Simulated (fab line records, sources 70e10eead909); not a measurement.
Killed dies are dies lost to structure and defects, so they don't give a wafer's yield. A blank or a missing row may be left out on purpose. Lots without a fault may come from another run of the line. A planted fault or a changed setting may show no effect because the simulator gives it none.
Chamber matching | flow nand_harc | NHARC_A_M0_DEP_32 on pecvd-04: 3 sister chambers
The step deposits SiCN, target thk 30 nm. 6 wafers are shown with their chamber, then 7 later ones without.

WAFERS WITH THEIR CHAMBER
wafer  | chamber | heater_power_w (W)
L972.5 | 2       | 651
L978.2 | 1       | 615
L978.5 | 2       | 593
L978.6 | 0       | 626
L976.1 | 1       | 655
L976.2 | 0       | 658

WAFERS WITHOUT THEIR CHAMBER
wafer  | heater_power_w (W)
L976.5 | 661
L979.1 | 584
L979.4 | 649
L979.5 | 590
L992.1 | 608
L992.2 | 697
L992.6 | 641

WHICH CHAMBER EACH WENT THROUGH
wafer  | from the rows above          | in truth
L976.5 | can't be placed: 0 or 1 or 2 | 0
L979.1 | can't be placed: 2 or 1 or 0 | 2
L979.4 | can't be placed: 0 or 1 or 2 | 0
L979.5 | can't be placed: 2 or 1 or 0 | 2
L992.1 | can't be placed: 2 or 1 or 0 | 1
L992.2 | can't be placed: 0 or 1 or 2 | 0
L992.6 | can't be placed: 0 or 1 or 2 | 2
Placed correctly: 0 of 7. Can't be placed from these rows: 7 (the true chamber is among the candidates in 7). Placed wrongly: 0.
How it was worked out, from the rows above alone: a wafer's distance from a chamber is the root of the sum, over the readings, of the square of ((its reading less the chamber's mean) divided by the reading's scatter). The wafer belongs to the nearest chamber; if the next one is less than 2 further off, it can't be placed. A chamber's mean is the mean of its shown wafers. The scatter: the root of (the sum of the squares of (reading less its chamber's mean) over the shown wafers, divided by (wafers less chambers)).
